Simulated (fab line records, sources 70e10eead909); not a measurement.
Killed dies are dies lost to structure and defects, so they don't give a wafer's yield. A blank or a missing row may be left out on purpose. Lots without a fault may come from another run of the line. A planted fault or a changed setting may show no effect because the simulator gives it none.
Problem report in the 8D (eight disciplines) form, filled by code | flow nand_harc | the parts of the form that need people (team, actions taken, sign-off) are left out

1. THE PROBLEM
run_length_s at NHARC_A_CONTACT_ETCH_92 reads a mean of 77.0 s on 3 wafers of 2 lots; wafers without a fault read 106.9 s with a standard deviation of 0.47. That is -64 standard deviations from the usual mean.
The step: etches the open film in CH3F/O2, target depth 40 nm, time 85.7 s.
First seen on wafer L326.4, day 19 05:42, on rie_diel-08. The record holds 38 wafers of 13 lots with a number at this step. Rule for "out", or "out of limits": more than 4 standard deviations from the usual mean. The other wafers with a number count as sound.

2. WHAT IT IS AND WHAT IT IS NOT
question                    | is                     | is not
which readings at this step | run_length_s           | drypump_motor_current_A, oes_product_au, rf_vpp_V, showerhead_plenum_p_Torr, throttle_valve_pct
which lots                  | L326, L329             | L317, L318, L319, L330, L331, L332, L334, L335, L336, L338, L340
which wafers of those lots  | L326.4, L329.2, L329.4 | L326.3, L326.5
read on which tools         | rie_diel-08            | rie_diel-07, rie_diel-09
when                        | from day 19 05:42      | up to then (11 sound wafers); but 24 sound wafers of L330, L331, L332, L334, L335, L336, L338, L340 came after

3. SUSPECTS, AND WHAT RULES EACH OUT
Counting: a tool at a process step up to the reading stays a suspect if it ran every lot that is out. Sound lots after the first of them don't rule it out here, since some wafers of a struck lot are sound.
- rie_diel-08 at NHARC_A_CONTACT_ETCH_92 (etches the open film in CH3F/O2, target depth 40 nm, time 85.7 s): kept. It ran every lot that is out, first L326 (day 19 05:42); its last sound lot up to then is L319 (day 18 12:13). Its own readings are out on those wafers: run_length_s.
Left after counting: rie_diel-08 at NHARC_A_CONTACT_ETCH_92.

4. THE CAUSE (what the simulator had put in)
Process parameter drift: rie_diel-08, from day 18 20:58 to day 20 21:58, at NHARC_A_CONTACT_ETCH_92. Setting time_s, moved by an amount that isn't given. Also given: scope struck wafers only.
Counting left only this tool.

5. THE CHAIN OF EFFECTS, in route order
Each row: a reading whose mean over the struck wafers that have a number lies more than 3 standard deviations from the usual. Only readings for which the record gives a usual standard deviation are gone through. hours: the time from each lot's start at the first step in this table that gives one to its start at this step, as a median over the lots. sigmas: the change in usual standard deviations.
hours | step                    | reading      | usual   | on struck wafers | change | sigmas
0     | NHARC_A_CONTACT_ETCH_92 | run_length_s | 106.9 s | 77.0             | -29.9  | -64
The process steps in it:
- NHARC_A_CONTACT_ETCH_92: etches the open film in CH3F/O2, target depth 40 nm, time 85.7 s.
Later measuring or inspecting steps at which every struck wafer that the step has a row for has a number for every such reading, and none has moved that far: NHARC_A_CONTACT_CD_MEAS_15.

6. WHAT WOULD HAVE CAUGHT IT SOONER
In this record the first reading out of limits was taken at day 19 05:42, 9 hours after the fault began at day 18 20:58.
